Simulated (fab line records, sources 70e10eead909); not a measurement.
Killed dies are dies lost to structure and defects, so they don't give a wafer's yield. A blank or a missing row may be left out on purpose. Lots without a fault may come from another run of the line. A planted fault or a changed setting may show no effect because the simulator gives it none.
Which tool did it? | flow nand_harc | 11 lots, 33 wafers sampled, at 6 steps of a route of 1302

WHAT THE GAUGES READ, wafer by wafer
NHARC_END_SORT_01.
lot  | measured     | on        | killed_at_array
L372 | day 30 15:08 | prober-01 | 99 69 148
L373 | day 31 05:14 | prober-01 | 32 25 22
L374 | day 31 17:46 | prober-02 | 167 144 136
L378 | day 33 03:26 | prober-01 | 35 29 31

WHICH TOOL RAN EACH LOT (tool, then ch and the chambers of the sampled wafers, then the start)
lot  | NHARC_A_CONTACT_ETCH_49            | NHARC_A_CONTACT_DESCUM_74          | NHARC_A_CONTACT_ETCH_78                       | NHARC_A_CONTACT_ETCH_125             | NHARC_A_CONTACT_ETCH_126
L359 | rie_diel-08 ch 1,2,3, day 22 00:01 | rie_diel-09 ch 0,1,2, day 22 09:58 | rie_diel-09 ch 0,2,3, day 22 11:41 or earlier | har_cap_etch-03 ch 0,1, day 22 11:41 | har_cap_etch-03 ch 0,1, day 22 11:52
L362 | rie_diel-08 ch 0,2, day 22 17:46   | rie_diel-09 ch 0,1,2, day 23 03:48 | rie_diel-09 ch 0,2,3, day 23 05:47 or earlier | har_cap_etch-01 ch 0,1, day 23 05:47 | har_cap_etch-01 ch 0,1, day 23 05:58
L364 | rie_diel-09 ch 1,3, day 24 04:27   | rie_diel-09 ch 2,3, day 24 21:34   | rie_diel-09 ch 0,1, day 24 23:22 or earlier   | har_cap_etch-03 ch 0,1, day 24 23:22 | har_cap_etch-03 ch 0,1, day 24 23:37
L372 | rie_diel-09 ch 0,1,3, day 26 11:39 | rie_diel-09 ch 0,1,2, day 27 01:21 | rie_diel-09 ch 1,2, day 27 03:15 or earlier   | har_cap_etch-01 ch 0,1, day 27 03:15 | har_cap_etch-01 ch 0,1, day 27 03:26
L373 | rie_diel-11 ch 0,3, day 27 20:34   | rie_diel-08 ch 1,3, day 28 07:59   | rie_diel-08 ch 0,2,3, day 28 09:43 or earlier | har_cap_etch-02 ch 0,1, day 28 09:43 | har_cap_etch-02 ch 0,1, day 28 09:54
L374 | rie_diel-09 ch 0,1,2, day 27 20:41 | rie_diel-09 ch 0,1,3, day 28 11:49 | rie_diel-09 ch 0,2,3, day 28 13:48 or earlier | har_cap_etch-01 ch 0,1, day 28 13:48 | har_cap_etch-01 ch 0,1, day 28 13:59
L377 | rie_diel-08 ch 1,2,3, day 29 11:26 | rie_diel-08 ch 1,2, day 30 00:21   | rie_diel-08 ch 0,1,2, day 30 02:08 or earlier | har_cap_etch-01 ch 0,1, day 30 02:08 | har_cap_etch-01 ch 0,1, day 30 02:23
L378 | rie_diel-11 ch 0,2,3, day 29 19:35 | rie_diel-11 ch 0,2,3, day 30 10:19 | rie_diel-11 ch 2,3, day 30 12:02 or earlier   | har_cap_etch-02 ch 0,1, day 30 12:02 | har_cap_etch-02 ch 0,1, day 30 12:13
L379 | rie_diel-11 ch 0,1, day 30 01:39   | rie_diel-11 ch 1,3, day 30 13:30   | rie_diel-11 ch 1,2,3, day 30 15:32 or earlier | har_cap_etch-02 ch 0,1, day 30 15:32 | har_cap_etch-02 ch 0,1, day 30 17:55
L380 | rie_diel-09 ch 0,2,3, day 30 02:06 | rie_diel-09 ch 1,2,3, day 30 12:20 | rie_diel-09 ch 0,1,2, day 30 14:18 or earlier | har_cap_etch-01 ch 0,1, day 30 14:18 | har_cap_etch-01 ch 0,1, day 30 14:32
L382 | rie_diel-09 ch 0,1,3, day 30 17:06 | rie_diel-09 ch 2,3, day 31 04:19   | rie_diel-09 ch 2,3, day 31 06:05 or earlier   | har_cap_etch-02 ch 0,1, day 31 06:05 | har_cap_etch-02 ch 0,1, day 31 06:16
- NHARC_A_CONTACT_ETCH_49: etches the open film in N2/H2, target depth 260 nm, time 475.3 s.
- NHARC_A_CONTACT_DESCUM_74: chemistry O2, time 3 s.
- NHARC_A_CONTACT_ETCH_78: etches the open film in O2/COS, target depth 5300 nm, time 1378 s.
- NHARC_A_CONTACT_ETCH_125: etches the open film in C4F8/O2/Ar, time 197 s, target depth 1918 nm.
- NHARC_A_CONTACT_ETCH_126: etches the open film in C4F8/O2/Ar, time 197 s, target depth 1918 nm.

THE ANSWER, worked out from the rows above alone
Rule: what is usual is taken from the lots themselves. Put in order of their means at a reading, lots are off if they are a third of the lots or fewer, leave a main group of 4 or more, and stand apart from it by a gap of 3 or more times the standard deviation of the main group's means; of several such gaps the widest counts. A main group whose means are all the same, to the digits that the tables above print for the reading, isn't used. A lot without any number at a reading at which 4 lots or more have one is off too. The other lots that the step has rows for count as sound.
No lot is off at any reading shown: from this, nothing can be told.

WHAT THE SIMULATOR HAD PUT IN
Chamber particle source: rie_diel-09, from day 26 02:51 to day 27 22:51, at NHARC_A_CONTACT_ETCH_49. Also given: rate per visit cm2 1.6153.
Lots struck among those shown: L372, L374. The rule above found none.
